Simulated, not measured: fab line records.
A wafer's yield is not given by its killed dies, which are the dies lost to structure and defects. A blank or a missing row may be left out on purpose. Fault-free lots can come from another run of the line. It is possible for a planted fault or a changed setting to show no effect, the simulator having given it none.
A struck lot beside a sound one    flow n5_finfet    17 steps out of a route of 1938
Sound: the wafers L315.2, L315.5, L315.6. Struck: wafer L323.2. (L323.5, L323.6 of the same lot were not struck and are left out.) The cause comes at the end.
Order at every step that has rows: each side's tool, ch and its chambers, its first start. Under that, the readings that differ: sound wafers    struck wafers    difference of the means    sigmas: that difference in standard deviations of wafers without a fault.
alike: a reading whose means differ by less than 2 such deviations, as well as words and numbers matching on both sides. not compared: withheld readings; readings where some wafer has no value; bounds like >300 that might hide an equal value; numbers whose values overlap and for which the record gives no deviation.
The two part at a step that has a row with sigmas, a row that says differs or no value, or rows on one side only. Non-overlapping numbers with no deviation appear without sigmas and do not part them. A reading that every wafer of one side lacks parts them only if that side has two wafers or more.

first, 4 steps without rows for these wafers: N5_HKMG_FIN_SOFTBAKE_44 (time 60 s); N5_HKMG_FIN_EXPOSE_46 (exposes mask NDIPOLE); N5_HKMG_FIN_PEB_47 (peb time 60 s); N5_HKMG_FIN_DEVELOP_48 (develop time 30 s).
N5_HKMG_FIN_CD_MEAS_49 targets a cd of 202 nm.
  sound on cd_sem-02 ch 0, day 6 04:04; struck on cd_sem-03 ch 0, day 8 01:06
  alike: cd_nm
N5_HKMG_FIN_OVL_MEAS_50:
  sound on overlay-02 ch 0, day 6 04:05; struck on overlay-01 ch 0, day 8 01:08
  alike: NDIPOLE_OVL
N5_HKMG_FIN_INSPECT_61: inspects for defects (macro).
  sound: defect_inspect-02 at day 6 04:07; struck: defect_inspect-02 at day 8 01:10
reading           sound  struck  difference  sigmas
raw_defect_count  5 0 4  0       -3          -2
N5_HKMG_FIN_DESCUM_53: chemistry O2, time 7.9 s.
  sound on rie_diel-01 ch 0,2,3, day 6 04:08; struck on rie_diel-01 ch 0, day 8 01:11
  alike: drypump_motor_current_A, oes_product_au, rf_vpp_V, showerhead_plenum_p_Torr, throttle_valve_pct
  not compared: rf_hours_counter_h
N5_HKMG_FIN_ETCH_54: etches SiARC in CF4, target depth 45.5 nm, time 75.8 s.
  sound on rie_diel-01 ch 0,2,3, day 6 04:11; struck on rie_diel-01 ch 0, day 8 01:14
  alike: drypump_motor_current_A, etch_rf_on_time_s, oes_product_au, rf_fwd_power_W, rf_vpp_V, showerhead_plenum_p_Torr, throttle_valve_pct
  not compared: rf_hours_counter_h
N5_HKMG_FIN_ETCH_55: etches SOC in N2/H2, target depth 240 nm, time 300 s.
  sound on rie_diel-01 ch 0,2,3, day 6 04:14; struck on rie_diel-01 ch 0, day 8 01:17
  alike: drypump_motor_current_A, oes_product_au, rf_fwd_power_W, rf_vpp_V, showerhead_plenum_p_Torr, throttle_valve_pct
  not compared: rf_hours_counter_h
then, 1 step without rows for these wafers: N5_HKMG_FIN_STRIP_56 (strips in N2/H2).
N5_HKMG_FIN_STRIP_57: strips in CF4.
  sound on rie_diel-01 ch 0,2,3, day 6 04:25; struck on rie_diel-01 ch 0, day 8 01:28
  alike: drypump_motor_current_A, oes_product_au, rf_vpp_V, showerhead_plenum_p_Torr, throttle_valve_pct
  not compared: rf_hours_counter_h
N5_HKMG_FIN_ETCH_58: etches SOC in N2/H2, target depth 215.8 nm, time 741 s.
  sound on rie_diel-01 ch 0,2,3, day 6 04:26; struck on rie_diel-01 ch 0, day 8 01:29
reading                                    sound              struck  difference  sigmas
rf_fwd_power_W (W)                         876.0 877.8 877.4  1082.4  +205.3      +76
rf_vpp_V (V)                               100.3 99.0 100.0   93.3    -6.5        -7
model.etch.depth_nm (nm)                   209.4 215.5 207.2  253     +42         
model.SOC_of_HKMG_FIN_COAT_41.thk_nm (nm)  90.2 84 92         46.6    -42.1       
model.HKMG_FIN.feature_depth_nm (nm)       209.4 215.6 207.2  253     +42         
  alike: drypump_motor_current_A, oes_product_au, showerhead_plenum_p_Torr, throttle_valve_pct
  not compared: rf_hours_counter_h
N5_HKMG_FIN_STRIP_93: strips SOC in N2/H2, time 20 s.
  sound on rie_diel-01 ch 0,2,3, day 6 04:52; struck on rie_diel-01 ch 0, day 8 01:55
reading                                    sound           struck  difference  sigmas
rf_vpp_V (V)                               53.4 54.8 55.5  52.8    -1.8        -2
model.SOC_of_HKMG_FIN_COAT_41.thk_nm (nm)  80.4 73.8 82    36.6    -42.1       
  alike: drypump_motor_current_A, oes_product_au, showerhead_plenum_p_Torr, throttle_valve_pct
  not compared: rf_hours_counter_h
then, 1 step without rows for these wafers: N5_HKMG_FIN_WET_ETCH_76 (etches Al2O3 in dNH4OH, stops on La2O3, target depth 2.25 nm, rinse time 30 s).
-- here the record skips 5 days between the struck wafers' starts before and after, leaving off in module HKMG_FIN and picking up in module BEOL_M4 (first step shown: number 1111 of the route) --
N5_BEOL_M4_RC_MEAS_101:
  sound on prober-01 ch 0, day 11 16:45; struck on prober-01 ch 0, day 13 00:11
  alike: DIBL_N, DIBL_P, IOFF_N, IOFF_P, ION_N, ION_P, SS_N, SS_P, VT_N, VT_P
following that, these wafers have no rows for 1 step: N5_PASSIVATION_PROBE_49.

== WHERE THEY PART ==
First at N5_HKMG_FIN_INSPECT_61; last, within this record, at N5_HKMG_FIN_STRIP_93. Later steps at which nothing parts them and some readings are alike: N5_BEOL_M4_RC_MEAS_101.

WHY: what had been put in by the simulator
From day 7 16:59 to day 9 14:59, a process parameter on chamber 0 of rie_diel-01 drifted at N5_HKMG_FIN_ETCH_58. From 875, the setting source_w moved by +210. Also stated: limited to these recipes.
